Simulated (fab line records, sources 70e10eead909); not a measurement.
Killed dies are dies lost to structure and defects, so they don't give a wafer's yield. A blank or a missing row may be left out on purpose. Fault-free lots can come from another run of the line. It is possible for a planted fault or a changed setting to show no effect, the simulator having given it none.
Matching of chambers :: flow nand-harc :: NHARC_P_M1_CMP_23 on cmp-04 has 4 sister chambers
The step polishes, t overpolish 20 s, target thk 157.82 nm. 4 wafers are shown with their chamber, then 10 later ones without.

## EACH WAFER AND ITS CHAMBER
wafer: L078.6
chamber: 2
motor-current-A (A): 12.4

wafer: L089.2
chamber: 1
motor-current-A (A): 12.8

wafer: L088.1
chamber: 0
motor-current-A (A): 11.9

wafer: L088.4
chamber: 3
motor-current-A (A): 12.0

## WAFERS WITHOUT THEIR CHAMBER
wafer: L088.5
motor-current-A (A): 12.1

wafer: L090.1
motor-current-A (A): 12.2

wafer: L090.5
motor-current-A (A): 11.3

wafer: L090.6
motor-current-A (A): 12.3

wafer: L094.4
motor-current-A (A): 12.4

wafer: L094.5
motor-current-A (A): 11.8

wafer: L094.6
motor-current-A (A): 11.9

wafer: L097.2
motor-current-A (A): 12.1

wafer: L097.3
motor-current-A (A): 12.4

wafer: L097.5
motor-current-A (A): 12.5

## THE CHAMBER EACH PASSED THROUGH
wafer: L088.5
from the rows above: can't be placed: 3 or 0 or 2
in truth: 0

wafer: L090.1
from the rows above: can't be placed: 3 or 2 or 0 or 1
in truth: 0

wafer: L090.5
from the rows above: can't be placed: 0 or 3
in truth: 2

wafer: L090.6
from the rows above: can't be placed: 2 or 3 or 0 or 1
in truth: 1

wafer: L094.4
from the rows above: can't be placed: 2 or 1 or 3
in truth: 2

wafer: L094.5
from the rows above: can't be placed: 0 or 3
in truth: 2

wafer: L094.6
from the rows above: can't be placed: 0 or 3
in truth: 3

wafer: L097.2
from the rows above: can't be placed: 3 or 0 or 2
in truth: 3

wafer: L097.3
from the rows above: can't be placed: 2 or 1 or 3
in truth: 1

wafer: L097.5
from the rows above: can't be placed: 2 or 1 or 3
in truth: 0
0 of 10 placed correctly. Can't be placed from these rows: 10 (the true chamber is among the candidates in 7). 0 placed wrongly.
How it was worked out, from the rows above alone: a wafer's distance from a chamber is the root of the sum, over the readings, of the square of ((its reading less the chamber's mean) divided by the reading's scatter). If the next closest chamber is less than 2 further off than the closest, the wafer can't be placed; otherwise it belongs to the closest. A chamber's mean is the mean of its shown wafers. The scatter: with one shown wafer a chamber, the root of the mean of the squares of how far each hidden wafer lies from its nearest shown one.
